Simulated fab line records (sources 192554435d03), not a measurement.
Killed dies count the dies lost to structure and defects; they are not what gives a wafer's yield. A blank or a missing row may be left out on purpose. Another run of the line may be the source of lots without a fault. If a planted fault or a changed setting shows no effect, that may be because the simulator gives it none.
fab line records	flow n5-finfet
[record] lots = 11	wafers = 32	last-day = 17
route steps=1938 shown BEOL_M6@1241 MIM_TOP@1838 MIM_TOP_LITHO@1850 PASSIVATION@1936
lots with no fault: from the same line, run without faults
start-h: the number of hours between the record's first day and the start of the first shown wafer of the lot	wait-h: hours from the lot's prior step to this one	" the same as in the row above	L1.1+2: a row that stands for several wafers	- no value, or no start given	* or withheld: withheld	< > ~ a bound
route shown NAME@n: NAME is a module with steps in the file, n the number in the route of the first one	usual: mean and standard deviation over wafers with no fault	same: alike in all rows	chamber/n: place in a boat	sites: per-site readings	_std_site: the values' standard deviation	_edge_site: the outer-site mean with the inner-site mean subtracted	radius-mm: how far each site lies from the wafer's centre	mask NAME#n: copy n	behind: the most recent tool/chamber to have shaped the wafer	hold: why the lot went on hold/how many hours it stayed there/how the hold came to an end	device: which transistor (n, p or np) failed to switch	end of line: tests run on the same wafers once the route is complete	a step with no rows: only its recipe	killed: dies lost to structure and defects at the first sort, not the wafer's yield	map: dies across one wafer; x = killed, . = not, _ = none there
set.NAME: the setting that was run; set.NAME@STEP: the one run at that earlier step	model.NAME: the simulator's own value behind a step, which no gauge read
one table for each step of the route and one row for each wafer, over a sample of lots
services: when a tool's chamber went out of use (start-h, in hours from the record's first day, below 0 if earlier), for how many hours, and the reason
[[steps]]
[step N5_BEOL_M6_STRIP_80]
[recipe] chemistry = N2/H2	time-s = 10	power-w = 450	temp-c = 40	pressure-mtorr = 20	rf-frequency-hz = 6e+07	bias-power-w = 7	n2-flow-sccm = 200	h2-flow-sccm = 200
[usual] drypump-motor-current-A = 5.3/0.51	n2-flow-sccm = 200.0/0.58	oes-product-au = 0.80/0.1	rf-vpp-V = 59.0/0.82	showerhead-plenum-p-Torr = 2.52/0.086	throttle-valve-pct = 23.61/0.29
lot.wafer	tool	chamber	start-h	wait-h	drypump-motor-current-A	n2-flow-sccm	oes-product-au	rf-hours-counter-h	rf-vpp-V	showerhead-plenum-p-Torr	throttle-valve-pct
L718.2	rie-diel-05	2	182.53	-	5.2	199.6	0.83	67	60.6	2.56	23.00
L718.4	"	0	"	"	5.9	201.2	0.93	13	60.8	2.50	23.19
L718.6	"	3	"	"	4.9	200.2	0.73	-	58.4	2.42	23.60
L720.1	rie-diel-01	1	192.62	-	4.7	200.1	0.72	201	61.0	2.62	23.75
L720.2	"	3	"	"	4.9	200.1	0.68	248	59.7	2.51	23.45
L720.5	"	2	"	"	6.3	199.6	0.70	-	59.7	2.51	23.73
L719.2	rie-diel-01	2	197.58	-	6.3	199.8	0.69	247	59.8	2.51	23.73
L719.5	"	1	"	"	4.7	199.5	0.73	-	60.1	2.62	23.75
L719.6	"	2	"	"	6.3	200.0	0.69	-	59.0	2.51	23.73
L721.1	rie-diel-04	3	197.65	-	4.9	199.9	0.69	211	59.6	2.60	23.88
L721.2	"	1	"	"	5.4	200.1	0.94	10	58.5	2.71	23.64
L721.6	"	3	"	"	4.9	199.6	0.69	-	59.8	2.60	23.89
L723.1	rie-diel-05	2	204.96	-	5.2	200.0	0.83	75	58.2	2.56	23.01
L723.3	"	3	"	"	4.9	199.4	0.73	196	58.6	2.42	23.61
L723.5	"	1	"	"	6.4	200.7	0.74	-	57.3	2.45	23.97
L722.4	rie-diel-04	2	211.20	-	5.3	200.2	0.70	208	59.1	2.44	23.67
L722.5	"	0	"	"	5.5	199.7	0.98	-	58.4	2.50	23.91
L727.2	rie-diel-05	2	247.46	-	5.2	200.2	0.80	90	59.3	2.55	23.03
L727.3	"	3	"	"	4.9	199.0	0.70	211	58.1	2.41	23.62
L727.6	"	2	"	"	5.2	200.0	0.81	-	59.0	2.55	23.03
L732.2	rie-diel-04	0	263.37	-	5.5	198.9	0.94	19	59.0	2.49	23.94
L732.5	"	1	"	"	5.4	200.1	0.91	-	60.6	2.70	23.65
L732.6	"	0	"	"	5.5	200.0	0.94	-	60.0	2.49	23.92
L731.1	rie-diel-04	1	272.51	-	5.3	199.9	0.90	35	59.6	2.69	23.68
L731.3	"	2	"	"	5.3	200.5	0.69	229	59.0	2.43	23.71
L731.6	"	0	"	"	5.5	200.3	0.92	-	59.6	2.49	23.92
L733.2	rie-diel-05	1	278.82	-	6.5	199.0	0.71	199	59.9	2.44	23.98
L733.5	"	3	"	"	4.9	200.4	0.70	-	58.1	2.41	23.64
L733.6	"	0	"	"	5.9	200.2	0.85	-	60.5	2.49	23.24
L740.1	rie-diel-05	0	323.86	-	5.9	199.0	0.84	62	59.1	2.48	23.26
L740.2	"	3	"	"	4.9	200.5	0.70	238	60.0	2.40	23.67
L740.6	"	2	"	"	5.2	200.3	0.79	-	57.9	2.54	23.04
[step N5_MIM_TOP_SPUTTER_03]
[recipe] material = TiN	target-thk-a = 350	temp-c = 200	power-w = 3000	chamber-pressure-pa = 0.49996	gas = Ar	reactive-partial-pa = 0.37997	time-s = 89.7
[usual] throttle-valve-pct = 30.1/0.99
lot.wafer	tool	chamber	start-h	wait-h	throttle-valve-pct
L718.2	pvd-sputter-02	-	258.19	0.0	29.6
L718.4	"	-	"	"	30.2
L718.6	"	-	"	"	30.9
L720.1	pvd-sputter-02	-	258.31	0.0	31.4
L720.2	"	-	"	"	30.2
L720.5	"	-	"	"	29.5
L721.1	pvd-sputter-03	-	270.24	0.0	29.9
L721.2	"	-	"	"	28.3
L721.6	"	-	"	"	30.2
L719.2	pvd-sputter-03	-	273.40	0.0	29.9
L719.5	"	-	"	"	28.6
L719.6	"	-	"	"	30.1
L723.1	pvd-sputter-02	-	281.75	0.0	30.8
L723.3	"	-	"	"	31.2
L723.5	"	-	"	"	31.0
L722.4	pvd-sputter-01	-	282.79	0.0	31.3
L722.5	"	-	"	"	29.5
L727.2	pvd-sputter-03	-	309.82	0.0	30.5
L727.3	"	-	"	"	29.9
L727.6	"	-	"	"	30.3
L732.2	pvd-sputter-01	-	332.11	0.0	29.0
L732.5	"	-	"	"	29.0
L732.6	"	-	"	"	31.5
L731.1	pvd-sputter-01	-	343.80	0.0	29.0
L731.3	"	-	"	"	31.1
L731.6	"	-	"	"	31.5
L733.2	pvd-sputter-02	-	355.85	0.0	31.4
L733.5	"	-	"	"	30.5
L733.6	"	-	"	"	31.5
L740.1	pvd-sputter-02	-	392.91	0.0	30.9
L740.2	"	-	"	"	29.5
L740.6	"	-	"	"	29.6
[step N5_MIM_TOP_LITHO_DESCUM_10]
[recipe] chemistry = O2	time-s = 7.9	source-power-w = 50	bias-power-w = 20	pressure-mtorr = 20	rf-frequency-hz = 2.712e+07	temp-c = 40	o2-flow-sccm = 225
[usual] drypump-motor-current-A = 5.4/0.6	oes-product-au = 0.82/0.092	rf-vpp-V = 242.8/1.4	showerhead-plenum-p-Torr = 2.06/0.078	throttle-valve-pct = 20.30/0.22
lot.wafer	tool	chamber	start-h	wait-h	drypump-motor-current-A	oes-product-au	rf-hours-counter-h	rf-vpp-V	showerhead-plenum-p-Torr	throttle-valve-pct
L718.2	rie-diel-01	3	258.76	0.1	4.9	0.93	18	244.0	2.06	20.14
L718.4	"	0	"	"	4.9	0.87	42	241.4	2.04	20.29
L718.6	"	2	"	"	6.3	0.95	-	242.7	2.03	20.14
L720.1	rie-diel-01	3	258.91	0.0	4.8	0.94	18	243.2	2.07	20.13
L720.2	"	2	"	"	6.3	0.95	11	244.3	2.03	20.12
L720.5	"	2	"	"	6.3	0.95	-	242.2	2.03	20.11
L721.1	rie-diel-05	3	270.72	0.0	4.8	0.70	220	240.2	2.00	20.68
L721.2	"	0	"	"	5.9	0.86	44	240.5	2.03	19.94
L721.6	"	0	"	"	5.9	0.86	-	242.8	2.03	19.94
L719.2	rie-diel-04	0	273.88	0.0	5.5	0.92	22	242.2	2.02	20.32
L719.5	"	0	"	"	5.4	0.92	-	243.4	2.02	20.30
L719.6	"	1	"	"	5.3	0.89	-	245.7	2.24	20.33
L723.1	rie-diel-05	3	282.31	0.1	4.9	0.69	225	241.4	2.00	20.67
L723.3	"	2	"	"	5.2	0.79	105	245.0	2.12	20.17
L723.5	"	0	"	"	6.0	0.85	-	242.1	2.03	19.93
L722.4	rie-diel-01	0	283.46	0.2	4.9	0.86	50	243.6	2.04	20.29
L722.5	"	3	"	"	4.8	0.91	-	242.4	2.06	20.16
L727.2	rie-diel-05	1	310.30	0.0	6.4	0.71	207	242.2	1.98	20.50
L727.3	"	0	"	"	5.9	0.84	56	242.4	2.02	19.95
L727.6	"	3	"	"	4.9	0.70	-	242.4	1.99	20.69
L732.2	rie-diel-01	0	332.90	0.2	4.9	0.84	69	242.1	2.03	20.33
L732.5	"	2	"	"	6.3	0.89	-	241.1	2.02	20.17
L732.6	"	3	"	"	4.8	0.88	-	241.5	2.06	20.19
L731.1	rie-diel-05	3	344.42	0.0	4.9	0.69	246	241.2	1.99	20.71
L731.3	"	2	"	"	5.2	0.78	116	242.3	2.11	20.17
L731.6	"	1	"	"	6.4	0.70	-	241.7	1.98	20.54
L733.2	rie-diel-05	1	356.45	0.0	6.4	0.70	222	241.5	1.98	20.53
L733.5	"	1	"	"	6.4	0.70	-	241.5	1.98	20.53
L733.6	"	0	"	"	6.0	0.82	-	243.0	2.02	19.98
L740.1	rie-diel-05	2	393.39	0.0	5.2	0.77	136	242.5	2.11	20.19
L740.2	"	0	"	"	5.9	0.81	91	241.7	2.01	20.02
L740.6	"	0	"	"	5.9	0.81	-	242.2	2.01	20.00
[step N5_PASSIVATION_PROBE_49]
[usual] defect-limited-yield = 91.1/1.5	killed_at_M0_to_M3 = 35/11	killed_at_M4_up = 13/5.7	killed-at-contacts = 12/5.7	killed-at-front-end = 40/11	killed-at-other = 4/4.4	killed-dies = 105/18	killed-on-rim = 14/3.9	killed-open = 68/14	killed-short = 34/7.4	sort_bin_5_function = 5.2/1	sort_bin_6_memory = 3.3/0.67	sort_bin_8_speed = 0.04/0.29	sort-n-pass = 1074/18	sort-yield-pct = 91.0/1.5
[same] gross-dies = 1180	killed-at-back-side = 0	sort_bin_4_leakage[%] = 0
lot.wafer	tool	chamber	start-h	wait-h	defect-limited-yield[%]	killed_at_M0_to_M3	killed_at_M4_up	killed-at-contacts	killed-at-front-end	killed-at-other	killed-dies	killed-on-rim	killed-open	killed-short	sort_bin_5_function[%]	sort_bin_6_memory[%]	sort_bin_8_speed[%]	sort-n-pass	sort-yield-pct[%]
L732.2	prober-02	-	345.61	0.1	83.2	29	127	5	28	9	198	26	39	33	9.6	3.8	0	982	83.2
L732.5	prober-02	-	345.76	0.2	83.8	24	117	11	38	1	191	26	53	32	10.0	3.3	0	989	83.8
L732.6	prober-02	-	345.81	0.3	83.1	25	128	9	25	13	200	24	49	26	10.3	4.2	0	980	83.1
L731.1	prober-02	-	356.17	0.0	81.8	31	125	8	50	1	215	31	70	33	12.4	3.1	0	965	81.8
L731.3	prober-02	-	356.27	0.1	86.1	49	64	6	42	3	164	26	72	42	7.5	4.4	0	1016	86.1
L731.6	prober-02	-	356.42	0.3	82.5	38	120	14	30	5	207	29	60	34	10.4	3.7	0	973	82.5
// killed by level:class
L732.2 BEOL_M6:unspecified=123 BEOL_M0_SAQP:geometric-particle:short=10 STI_FIN_REVEAL:geometric-particle:open=7 BEOL_M3:geometric-particle:open=6 GATE_CUT:geometric-particle:short=5 MOL_CONTACT_COAG:geometric-particle:open=4 MIM_TOP_ETCH:geometric-particle:open=4 STI_FIN_REVEAL:geometric-particle:short=3
L732.5 BEOL_M6:unspecified=106 FIN_SAQP:geometric-particle:short=12 MOL_CONTACT_COAG:geometric-particle:open=10 GATE_CUT:geometric-particle:open=7 BEOL_M0_SAQP:geometric-particle:open=7 GATE_CUT:geometric-particle:short=5 BEOL_M2:geometric-particle:open=5 STI_FIN_REVEAL:geometric-particle:open=4
L732.6 BEOL_M6:unspecified=117 MIM_TOP_ETCH:area-etch=8 BEOL_M2:geometric-particle:open=6 MOL_CONTACT_COAG:geometric-particle:open=5 BEOL_M0_SAQP:geometric-particle:open=5 BEOL_M4:geometric-particle:open=5 ILD0:geometric-particle:short=4 MOL_CONTACT_COAG:geometric-particle:short=4
L731.1 BEOL_M6:unspecified=110 FIN_SAQP:geometric-particle:open=13 FIN_SAQP:geometric-particle:short=8 STI_FIN_REVEAL:geometric-particle:open=8 MOL_CONTACT_COAG:geometric-particle:open=7 BEOL_M3:geometric-particle:open=7 ILD0:geometric-particle:short=6 BEOL_M0_SAQP:geometric-particle:short=6
L731.3 BEOL_M6:unspecified=48 BEOL_M0_SAQP:geometric-particle:short=13 BEOL_M0_SAQP:geometric-particle:open=12 BEOL_M1:geometric-particle:open=10 BEOL_M4:geometric-particle:open=10 FIN_SAQP:geometric-particle:open=9 GATE_CUT:geometric-particle:short=9 DUMMY_GATE:geometric-particle:open=6
L731.6 BEOL_M6:unspecified=113 FIN_SAQP:geometric-particle:open=16 MOL_CONTACT_COAG:geometric-particle:open=10 BEOL_M3:geometric-particle:open=9 BEOL_M2:geometric-particle:open=7 BEOL_M0_SAQP:geometric-particle:short=6 BEOL_M0_SAQP:geometric-particle:open=6 FIN_SAQP:geometric-particle:short=5
[[services]]
tool	chamber	start-h	hours	kind
pvd-sputter-02	-	177.09	4.0	repair
rie-diel-01	3	197.18	-	clean
rie-diel-01	3	197.18	-	consumable-replace:focus-ring
rie-diel-01	3	197.18	15.6	scheduled-down
rie-diel-01	3	197.18	15.6	vent-cycle
rie-diel-01	2	212.78	-	clean
rie-diel-01	2	212.78	-	consumable-replace:focus-ring
rie-diel-01	2	212.78	15.4	scheduled-down
rie-diel-01	2	212.78	15.4	vent-cycle
rie-diel-04	-	240.99	2.6	repair
rie-diel-05	1	254.24	8.0	repair
rie-diel-01	0	269.87	1.4	repair
rie-diel-05	-	282.41	10.9	repair
rie-diel-05	2	299.44	23.6	repair
rie-diel-05	1	319.97	6.9	repair
rie-diel-04	2	320.59	4.6	repair
rie-diel-01	1	350.04	2.2	repair
rie-diel-05	3	359.09	-	clean
rie-diel-05	3	359.09	-	consumable-replace:focus-ring
rie-diel-05	3	359.09	-	consumable-replace:showerhead
rie-diel-05	3	359.09	24.8	scheduled-down
rie-diel-05	3	359.09	24.8	vent-cycle
pvd-sputter-03	-	366.40	10.0	repair
rie-diel-01	3	370.96	4.0	repair
[[key]]
[first-sign] step = N5_PASSIVATION_PROBE_49	reading = killed_at_M4_up	direction = up	sigmas = 17	usual = 13	struck = 114
[effect] step = N5_PASSIVATION_PROBE_49	reading = defect-limited-yield	direction = down	sigmas = 5.2	usual = 91.1	struck = 83.4
[more-kills-born-at] N5_BEOL_M6_STRIP_80@rie-diel-04 = 617
met-at N5_BEOL_M6_STRIP_80
struck-lots L731,L732
not-acting-at N5_MIM_TOP_SPUTTER_03,N5_MIM_TOP_LITHO_DESCUM_10
onset-between 211.20 263.37
[fault] kind = chamber-particle-source	tool = rie-diel-04	chamber = -	onset-h = 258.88	steps = N5_BEOL_M6_STRIP_80	rate-per-visit-cm2 = 1.2383	end-h = 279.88
